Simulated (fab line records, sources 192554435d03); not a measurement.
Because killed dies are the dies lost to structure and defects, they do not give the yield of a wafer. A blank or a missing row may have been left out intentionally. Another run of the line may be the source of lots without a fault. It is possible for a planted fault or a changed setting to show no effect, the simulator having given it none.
Comparing a struck lot with a sound one || flow n5-finfet || 44 out of 1938 route steps
Sound: these wafers, L345.3, L345.5, L345.6. Struck: wafer L357.5; the same lot's L357.6 was not struck, so it is left out; see the end for the cause.
Per side, at each step with rows, come the tool, then ch with its chambers, and then its first start. Under that, the readings that differ: sound wafers || struck wafers || difference of the means || sigmas: that difference in standard deviations of wafers without a fault.
alike: readings with means less than 2 such deviations apart, plus words and numbers identical on both sides. not compared: withheld readings, readings lacking a value on some wafer, bounds such as >300 that could conceal the same value, and numbers that have no deviation in the record and whose values overlap.
The two part at a step that has a row with sigmas, a row that says differs or no value, or rows on one side only. Numbers that have no deviation but don't overlap get no sigmas and don't part them. A reading that every wafer of one side lacks parts them only if that side has two wafers or more.

N5_BEOL_M4_STRIP_36: strips in N2/H2.
  sound on rie-diel-05 ch 0,2,3, day 8 23:10; struck on rie-diel-05 ch 1, day 12 23:05
{"reading": "chamber-pressure-mTorr (mTorr)", "sound": "20.04 19.94 20.02", "struck": 19.93, "difference": -0.07, "sigmas": -2}
  alike: drypump-motor-current-A, oes-product-au, rf-vpp-V, showerhead-plenum-p-Torr, throttle-valve-pct
  not compared: rf-hours-counter-h
N5_BEOL_M4_TRENCH_ETCH_37: etches SiOC in C4F6/O2, target depth 55.555 nm, time 29.2 s.
  sound on rie-diel-05 ch 0,2,3; struck on rie-diel-05 ch 1
  alike: O2_flow_sccm, bias-w, chamber-pressure-mTorr, drypump-motor-current-A, oes-product-au, rf-vpp-V, showerhead-plenum-p-Torr, throttle-valve-pct
  not compared: rf-hours-counter-h
then, 1 step without rows for these wafers: N5_BEOL_M4_ETCH_41 (etches SiCN in CH3F/O2, target depth 29.9 nm, time 52.5 s).
N5_BEOL_M4_STRIP_97: strips in N2/H2, time 10 s.
  sound on rie-diel-05 ch 0,2,3; struck on rie-diel-05 ch 1
  alike: chamber-pressure-mTorr, drypump-motor-current-A, oes-product-au, rf-vpp-V, showerhead-plenum-p-Torr, throttle-valve-pct
  not compared: rf-hours-counter-h
N5_BEOL_M4_OCD_MEAS_38:
  sound on ocd-02 at day 8 23:23; struck on ocd-02 at day 12 23:16
{"reading": "trench-depth-nm (nm)", "sound": "57.1 54.2 55.1", "struck": 53.3, "difference": -2.2, "sigmas": -2}
then, 4 steps without rows for these wafers: N5_BEOL_M4_HM_STRIP_39 (strips TiN in peroxide tin strip, target depth 25 nm, time 158 s); N5_BEOL_M4_SRD_40 (time 30 s); N5_BEOL_M4_PRECLEAN_42 (cleans in residue remover, time 60 s); N5_BEOL_M4_SRD_43 (time 30 s).
N5_BEOL_M4_CD_MEAS_35: target cd 18 nm, target cd y 22.4 nm.
  sound on cd-sem-02 at day 8 23:32; struck on cd-sem-02 at day 12 23:25
  alike: cd-nm
then, 2 steps without rows for these wafers: N5_BEOL_M4_DEGAS_44 (time 60 s); N5_BEOL_M4_PRE_CLEAN_45 (time 30 s).
N5_BEOL_M4_ALD_84: deposits TaN, pulse time 2 s, purge time 3 s, co reactant purge time 2 s.
  sound on ald-metal-02 ch 0,1,2, day 8 23:50; struck on ald-metal-02 ch 3, day 12 23:56
{"reading": "ald-cycles", "sound": "30 30 30", "struck": 35, "difference": "+5", "sigmas": ""}
{"reading": "heater-power-outer-w (W)", "sound": "266 247 230", "struck": 164, "difference": -84, "sigmas": -3}
{"reading": "heater-power-w (W)", "sound": "484 445 409", "struck": 323, "difference": -123, "sigmas": -2}
  alike: precursor-vessel-pressure-torr
  not compared: since-wet-clean-h
then, 6 steps without rows for these wafers: N5_BEOL_M4_SURFACE_TREAT_85; N5_BEOL_M4_CVD_47 (deposits Co from CCTBA/H2, target thk 3 nm, time 223.8 s); N5_BEOL_M4_SPUTTER_48 (material Cu, target thk 4.5 nm, time 8.29 s); N5_BEOL_M4_ANNEAL_49 (time 240 s); N5_BEOL_M4_SPUTTER_79 (material Cu, target thk 4.5 nm, time 8.29 s); N5_BEOL_M4_ANNEAL_80 (time 240 s).
N5_BEOL_M4_SPUTTER_81: material Cu, target thk 4.5 nm, time 8.29 s.
  sound on pvd-sputter-03 at day 9 02:46; struck on pvd-sputter-01 at day 13 02:47
  alike: chuck-gas-flow-sccm, throttle-valve-pct
then, 4 steps without rows for these wafers: N5_BEOL_M4_ANNEAL_82 (time 240 s); N5_BEOL_M4_SPUTTER_86 (material Cu, target thk 4.5 nm, time 8.29 s); N5_BEOL_M4_ANNEAL_87 (time 240 s); N5_BEOL_M4_SPUTTER_88 (material Cu, target thk 4.5 nm, time 8.29 s).
N5_BEOL_M4_ANNEAL_89: time 240 s.
  sound on pvd-sputter-03 at day 9 03:17; struck on pvd-sputter-01 at day 13 03:20
  alike: heater-power-w
then, 10 steps without rows for these wafers: N5_BEOL_M4_SPUTTER_90 (material Cu, target thk 4.5 nm, time 8.29 s); N5_BEOL_M4_ANNEAL_91 (time 240 s); N5_BEOL_M4_SPUTTER_92 (material Cu, target thk 4.5 nm, time 8.29 s); N5_BEOL_M4_ANNEAL_93 (time 240 s); N5_BEOL_M4_SPUTTER_94 (material Cu, target thk 4.5 nm, time 8.29 s); N5_BEOL_M4_ANNEAL_95 (time 240 s); N5_BEOL_M4_SPUTTER_96 (material Cu, target thk 4.5 nm, time 8.29 s); N5_BEOL_M4_ECD_50 (material Cu, target thk 300 nm); N5_BEOL_M4_ANNEAL_51 (time 90 s); N5_BEOL_M4_CMP_52 (polishes, stops on SiOC, t overpolish 6.8 s, target thk 40 nm).
N5_BEOL_M4_THK_MEAS_53: measures by xrf.
  sound on film-metro-02 at day 9 04:52; struck on film-metro-01 at day 13 04:52
  alike: M4_THK
then, 4 steps without rows for these wafers: N5_BEOL_M4_PRE_CLEAN_60 (time 15 s); N5_BEOL_M4_CO_CAP_55 (material Co, precursor CCTBA/H2, target thk 2 nm, time 102.1 s); N5_BEOL_M4_PRE_CLEAN_56 (time 15 s); N5_BEOL_M4_DEP_57 (deposits SiCN from 3MS/NH3, target thk 8 nm, time 14 s).
N5_BEOL_M4_RS_MEAS_58: a four-point-probe measurement.
  sound on film-metro-01 at day 9 05:08; struck on film-metro-01 at day 13 05:14
  alike: M4_RS
N5_BEOL_M4_INSPECT_59: inspects for defects (darkfield).
  sound on defect-inspect-02 at day 9 05:10; struck on defect-inspect-01 at day 13 05:16
  alike: raw-defect-count
N5_BEOL_M4_RC_MEAS_101:
  sound on prober-02 ch 0, day 9 05:29; struck on prober-02 ch 0, day 13 05:54
{"reading": "CHAIN_V3 (ohm/link)", "sound": "226 236 235", "struck": 253, "difference": "+21", "sigmas": "+2"}
{"reading": "CHAIN_V3_max_site (ohm/link)", "sound": "235 246 244", "struck": 261, "difference": "+19", "sigmas": "+2"}
{"reading": "DIBL_N (mV/V)", "sound": "34.1 35.1 36.3", "struck": 39.5, "difference": "+4.3", "sigmas": "+2"}
{"reading": "DIBL_P (mV/V)", "sound": "32.5 33.9 35.6", "struck": 39.5, "difference": "+5.5", "sigmas": "+2"}
{"reading": "IOFF_N (nA/um)", "sound": "0.12 0.13 0.15", "struck": 0.21, "difference": "+0.08", "sigmas": "+2"}
{"reading": "IOFF_P (nA/um)", "sound": "0.14 0.16 0.18", "struck": 0.25, "difference": "+0.09", "sigmas": "+3"}
{"reading": "ION_N (uA/um)", "sound": "653 660 668", "struck": 688, "difference": "+28", "sigmas": "+2"}
{"reading": "ION_P (uA/um)", "sound": "445 450 451", "struck": 467, "difference": "+18", "sigmas": "+3"}
{"reading": "VT_P (mV)", "sound": "-256 -256 -254", "struck": -248, "difference": "+7", "sigmas": "+2"}
  alike: SS_N, SS_P, VT_N
then, 1 step without rows for these wafers: N5_PASSIVATION_PROBE_49.

== WHERE THEY PART ==
Last at N5_BEOL_M4_RC_MEAS_101 as far as this record goes, first at N5_BEOL_M4_STRIP_36.

WHY: the cause the simulator had injected
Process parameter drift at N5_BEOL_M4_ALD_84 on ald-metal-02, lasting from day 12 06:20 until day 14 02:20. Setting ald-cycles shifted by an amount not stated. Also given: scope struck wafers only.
